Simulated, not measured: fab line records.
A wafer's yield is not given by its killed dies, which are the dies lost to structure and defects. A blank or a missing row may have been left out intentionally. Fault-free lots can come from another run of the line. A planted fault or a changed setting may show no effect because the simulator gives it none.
What tool caused it? || flow nand harc || Sampling: 14 lots, 42 wafers, 3 of 1302 route steps

== WHAT EACH GAUGE READ, for each wafer ==
NHARC_HYBRID_BOND_OVL_MEAS_05. Usual: overlay x nm 5 nm, standard deviation 32; overlay y nm 0 nm, standard deviation 34.
{"lot": "L708", "measured": "day 24 08:56", "on": "overlay-01", "overlay x nm (nm)": "7 36 -47", "overlay y nm (nm)": "-26 55 14", "flag": ""}
{"lot": "L709", "measured": "day 24 16:34", "on": "overlay-01", "overlay x nm (nm)": "-4 -2 13", "overlay y nm (nm)": "-5 -15 -43", "flag": ""}
{"lot": "L717", "measured": "day 27 12:51", "on": "overlay-01", "overlay x nm (nm)": "-19 56 47", "overlay y nm (nm)": "-38 21 -18", "flag": ""}
{"lot": "L718", "measured": "day 27 16:44", "on": "overlay-01", "overlay x nm (nm)": "-25 -19 1", "overlay y nm (nm)": "12 43 6", "flag": ""}
{"lot": "L719", "measured": "day 28 20:37", "on": "overlay-01", "overlay x nm (nm)": "7 -5 53", "overlay y nm (nm)": "-67 35 13", "flag": ""}
{"lot": "L722", "measured": "day 29 21:23", "on": "overlay-01", "overlay x nm (nm)": "21 16 -73", "overlay y nm (nm)": "61 -34 8", "flag": ""}
{"lot": "L721", "measured": "day 29 21:23", "on": "overlay-02", "overlay x nm (nm)": "-54 -54 -43", "overlay y nm (nm)": "33 61 6", "flag": ""}
{"lot": "L724", "measured": "day 30 06:39", "on": "overlay-01", "overlay x nm (nm)": "-41 29 40", "overlay y nm (nm)": "-5 19 22", "flag": ""}
{"lot": "L725", "measured": "day 31 21:13", "on": "overlay-02", "overlay x nm (nm)": "48 4 -14", "overlay y nm (nm)": "35 -49 -68", "flag": ""}
{"lot": "L726", "measured": "day 32 09:21", "on": "overlay-02", "overlay x nm (nm)": "-91 33 -30", "overlay y nm (nm)": "-22 -23 -4", "flag": ""}
{"lot": "L727", "measured": "day 32 09:20", "on": "overlay-02", "overlay x nm (nm)": "-15 -5 9", "overlay y nm (nm)": "8 7 36", "flag": ""}
{"lot": "L728", "measured": "day 32 14:01", "on": "overlay-02", "overlay x nm (nm)": "-51 -17 -4", "overlay y nm (nm)": "79 14 1", "flag": ""}
{"lot": "L729", "measured": "day 33 13:11", "on": "overlay-02", "overlay x nm (nm)": "2 -54 10", "overlay y nm (nm)": "9 -81 34", "flag": ""}
{"lot": "L730", "measured": "day 33 13:11", "on": "overlay-01", "overlay x nm (nm)": "31 -20 -11", "overlay y nm (nm)": "-22 54 40", "flag": ""}

NHARC_THIN_TSV_THK_MEAS_02: measures by ir. Usual: thk nm at 2959 nm, with a standard deviation of 280.
{"lot": "L708", "measured": "day 24 11:49", "on": "film metro-02", "thk nm (nm)": "2324 2537 2538", "flag": ""}
{"lot": "L709", "measured": "day 24 18:15", "on": "film metro-01", "thk nm (nm)": "2954 3271 3270", "flag": ""}
{"lot": "L717", "measured": "day 27 14:33", "on": "film metro-01", "thk nm (nm)": "2643 2460 2796", "flag": ""}
{"lot": "L718", "measured": "day 27 18:25", "on": "film metro-01", "thk nm (nm)": "2952 3489 3247", "flag": ""}
{"lot": "L719", "measured": "day 28 22:20", "on": "film metro-01", "thk nm (nm)": "3024 2953 2927", "flag": ""}
{"lot": "L722", "measured": "day 29 23:04", "on": "film metro-02", "thk nm (nm)": "3302 3038 3058", "flag": ""}
{"lot": "L721", "measured": "day 30 00:16", "on": "film metro-02", "thk nm (nm)": "3596 2961 2927", "flag": ""}
{"lot": "L724", "measured": "day 30 09:32", "on": "film metro-02", "thk nm (nm)": "2451 2828 2531", "flag": ""}
{"lot": "L725", "measured": "day 32 01:29", "on": "film metro-02", "thk nm (nm)": "3153 3374 3223", "flag": ""}
{"lot": "L726", "measured": "day 32 12:16", "on": "film metro-02", "thk nm (nm)": "2650 2738 2563", "flag": ""}
{"lot": "L727", "measured": "day 32 11:03", "on": "film metro-02", "thk nm (nm)": "3243 2717 3023", "flag": ""}
{"lot": "L728", "measured": "day 32 15:42", "on": "film metro-02", "thk nm (nm)": "2993 2410 2805", "flag": ""}
{"lot": "L729", "measured": "day 33 14:53", "on": "film metro-02", "thk nm (nm)": "2683 2797 2892", "flag": ""}
{"lot": "L730", "measured": "day 33 16:05", "on": "film metro-02", "thk nm (nm)": "2409 2758 2694", "flag": ""}

== WHAT TOOL EACH LOT RAN ON (gives the tool, then ch and the chambers of the sampled wafers, and finally the start) ==
{"lot": "L708", "NHARC_A_BONDPAD_PVD_27": "pvd sputter-02, day 24 08:56 or earlier"}
{"lot": "L709", "NHARC_A_BONDPAD_PVD_27": "pvd sputter-02, day 24 16:34 or earlier"}
{"lot": "L717", "NHARC_A_BONDPAD_PVD_27": "pvd sputter-03, day 27 12:51 or earlier"}
{"lot": "L718", "NHARC_A_BONDPAD_PVD_27": "pvd sputter-03, day 27 16:44 or earlier"}
{"lot": "L719", "NHARC_A_BONDPAD_PVD_27": "pvd sputter-01, day 28 20:37 or earlier"}
{"lot": "L722", "NHARC_A_BONDPAD_PVD_27": "pvd sputter-01, day 29 21:23 or earlier"}
{"lot": "L721", "NHARC_A_BONDPAD_PVD_27": "pvd sputter-03, day 29 21:23 or earlier"}
{"lot": "L724", "NHARC_A_BONDPAD_PVD_27": "pvd sputter-02, day 30 06:39 or earlier"}
{"lot": "L725", "NHARC_A_BONDPAD_PVD_27": "pvd sputter-02, day 31 21:13 or earlier"}
{"lot": "L726", "NHARC_A_BONDPAD_PVD_27": "pvd sputter-02, day 32 09:21 or earlier"}
{"lot": "L727", "NHARC_A_BONDPAD_PVD_27": "pvd sputter-03, day 32 09:20 or earlier"}
{"lot": "L728", "NHARC_A_BONDPAD_PVD_27": "pvd sputter-01, day 32 14:01 or earlier"}
{"lot": "L729", "NHARC_A_BONDPAD_PVD_27": "pvd sputter-02, day 33 13:11 or earlier"}
{"lot": "L730", "NHARC_A_BONDPAD_PVD_27": "pvd sputter-02, day 33 13:11 or earlier"}
- NHARC_A_BONDPAD_PVD_27: deposits Cu, target thk 30 nm, time 20.49 s.

== AS READ BY THE TOOLS THEMSELVES (means over the sampled wafers that have a number; for cases with no such wafer, the mark the record gives instead) ==
NHARC_A_BONDPAD_PVD_27. Usual: throttle valve pct at 29.7 %, with a standard deviation of 0.98.
{"lot": "L708", "tool": "pvd sputter-02", "throttle valve pct (%)": 31.1, "flag": ""}
{"lot": "L709", "tool": "pvd sputter-02", "throttle valve pct (%)": 30.2, "flag": ""}
{"lot": "L717", "tool": "pvd sputter-03", "throttle valve pct (%)": 29.5, "flag": ""}
{"lot": "L718", "tool": "pvd sputter-03", "throttle valve pct (%)": 29.1, "flag": ""}
{"lot": "L719", "tool": "pvd sputter-01", "throttle valve pct (%)": 30.2, "flag": ""}
{"lot": "L722", "tool": "pvd sputter-01", "throttle valve pct (%)": 30.2, "flag": ""}
{"lot": "L721", "tool": "pvd sputter-03", "throttle valve pct (%)": 29.4, "flag": ""}
{"lot": "L724", "tool": "pvd sputter-02", "throttle valve pct (%)": 30.1, "flag": ""}
{"lot": "L725", "tool": "pvd sputter-02", "throttle valve pct (%)": 30.5, "flag": ""}
{"lot": "L726", "tool": "pvd sputter-02", "throttle valve pct (%)": 30.0, "flag": ""}
{"lot": "L727", "tool": "pvd sputter-03", "throttle valve pct (%)": 29.0, "flag": ""}
{"lot": "L728", "tool": "pvd sputter-01", "throttle valve pct (%)": 29.2, "flag": ""}
{"lot": "L729", "tool": "pvd sputter-02", "throttle valve pct (%)": 28.9, "flag": ""}
{"lot": "L730", "tool": "pvd sputter-02", "throttle valve pct (%)": 28.5, "flag": ""}

== THE ANSWER, worked out from the rows above alone ==
Rule: a lot is off if the mean of its wafers that have a number lies more than 3 standard deviations from the usual mean. A lot without any number at a reading at which 4 lots or more have one is off too. Any other lot the step has rows for is counted as sound. The gauges are gone through in route order, then the tools' own readings, and for those a lot's mean is taken as printed above. At the first step where some lot is off, the reading lying furthest off is the one used; lots without a number count as furthest.
No lot is off on any of the readings shown, so nothing can be concluded from this.

== WHAT THE SIMULATOR HAD PUT IN ==
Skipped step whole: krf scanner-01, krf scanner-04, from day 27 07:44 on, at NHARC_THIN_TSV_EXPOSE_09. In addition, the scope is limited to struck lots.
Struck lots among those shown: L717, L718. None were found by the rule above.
